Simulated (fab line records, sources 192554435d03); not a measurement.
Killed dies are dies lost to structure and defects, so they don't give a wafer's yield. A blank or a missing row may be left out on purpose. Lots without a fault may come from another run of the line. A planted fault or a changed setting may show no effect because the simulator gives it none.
Problem report in the 8D (eight disciplines) form, filled by code | flow n5_finfet | the parts of the form that need people (team, actions taken, sign-off) are left out

1. THE PROBLEM
oes_product_au at N5_BEOL_M0_SAQP_MANDREL_ETCH_103 reads a mean of 0.625 a.u. on 1 wafer of 1 lot; wafers without a fault read 0.686 a.u. with a standard deviation of 0.013. That is -4.7 standard deviations from the usual mean.
The step: etches a-Si in HBr/Cl2, stops on SiCN, target depth 45 nm, bt time 10 s, time 27 s.
First seen on wafer L385.3, day 7 12:26, on rie_si-06. The record holds 24 wafers of 8 lots with a number at this step. Rule for "out", or "out of limits": more than 4 standard deviations from the usual mean. The other wafers with a number count as sound.

2. WHAT IT IS AND WHAT IT IS NOT
question                    | is               | is not
which readings at this step | oes_product_au   | drypump_motor_current_A, mfc_cl2_sccm, rf_fwd_power_W, throttle_valve_pct
which lots                  | L385             | L378, L380, L381, L393, L395, L396, L400
which wafers of those lots  | L385.3           | L385.2, L385.6
read on which tools         | rie_si-06        | rie_si-02, rie_si-05
when                        | from day 7 12:26 | up to then (11 sound wafers); but 12 sound wafers of L393, L395, L396, L400 came after

3. SUSPECTS, AND WHAT RULES EACH OUT
Counting: a tool at a process step up to the reading stays a suspect if it ran every lot that is out. Sound lots after the first of them don't rule it out here, since some wafers of a struck lot are sound.
- pecvd-03 at N5_BEOL_M0_SAQP_ILD_DEP_01 (deposits SiOC from DEMS/O2, target thk 45.419 nm, time 8.7 s): kept. It ran the lot that is out, L385 (day 7 08:00).
- pecvd-03 at N5_BEOL_M0_SAQP_PECVD_96 (deposits a-Si from SiH4/He, target thk 45 nm, time 45.2 s): kept. It ran the lot that is out, L385 (day 7 09:54); its last sound lot up to then is L378 (day 5 13:58).
- rie_diel-01 at N5_BEOL_M0_SAQP_ETCH_101 (etches SiNx in CH3F/O2, target depth 29.9 nm, time 42.7 s): kept. It ran the lot that is out, L385 (day 7 12:17); its last sound lot up to then is L380 (day 6 06:34).
- rie_si-06 at N5_BEOL_M0_SAQP_MANDREL_ETCH_103 (etches a-Si in HBr/Cl2, stops on SiCN, target depth 45 nm, bt time 10 s, time 27 s): kept. It ran the lot that is out, L385 (day 7 12:26). Its own readings are out on those wafers: oes_product_au.
- Within pecvd-03 at N5_BEOL_M0_SAQP_ILD_DEP_01: the wafers that are out ran in chamber 0; their sound lot-mates ran in chambers 1, 2.
- Within pecvd-03 at N5_BEOL_M0_SAQP_PECVD_96: the wafers that are out ran in chamber 0; their sound lot-mates ran in chambers 1, 2.
- Within rie_si-06 at N5_BEOL_M0_SAQP_MANDREL_ETCH_103: the wafers that are out ran in chamber 1; their sound lot-mates ran in chambers 2, 3.
Left after counting: pecvd-03 at N5_BEOL_M0_SAQP_ILD_DEP_01, pecvd-03 at N5_BEOL_M0_SAQP_PECVD_96, rie_diel-01 at N5_BEOL_M0_SAQP_ETCH_101, rie_si-06 at N5_BEOL_M0_SAQP_MANDREL_ETCH_103.

4. THE CAUSE (what the simulator had put in)
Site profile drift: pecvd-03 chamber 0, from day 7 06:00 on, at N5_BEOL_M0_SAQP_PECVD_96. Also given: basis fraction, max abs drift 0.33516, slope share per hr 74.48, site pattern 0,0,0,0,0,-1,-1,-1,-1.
Counting left 4 suspects, and this tool is among them.

5. THE CHAIN OF EFFECTS, in route order
Each row: a reading whose mean over the struck wafers that have a number lies more than 3 standard deviations from the usual. Only readings for which the record gives a usual standard deviation are gone through. hours: the time from each lot's start at the first step in this table that gives one to its start at this step, as a median over the lots. sigmas: the change in usual standard deviations.
hours | step                             | reading        | usual      | on struck wafers | change | sigmas
0     | N5_BEOL_M0_SAQP_MANDREL_ETCH_103 | oes_product_au | 0.686 a.u. | 0.625            | -0.061 | -4.7
The process steps in it:
- N5_BEOL_M0_SAQP_MANDREL_ETCH_103: etches a-Si in HBr/Cl2, stops on SiCN, target depth 45 nm, bt time 10 s, time 27 s.
Later measuring or inspecting steps at which every struck wafer that the step has a row for has a number for every such reading, and none has moved that far: N5_BEOL_M4_RC_MEAS_101.

6. WHAT WOULD HAVE CAUGHT IT SOONER
In this record the first reading out of limits was taken at day 7 12:26, 6 hours after the fault began at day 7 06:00.
Of the tool readings at N5_BEOL_M0_SAQP_PECVD_96 for which the record gives a usual standard deviation, none was out on any struck wafer, so an alarm limit of 4 standard deviations on them would not have fired.
All the lots that are out (1) had begun N5_BEOL_M0_SAQP_PECVD_96 on pecvd-03 by day 7 12:26. A hold on the tool at that time would have spared none of them.
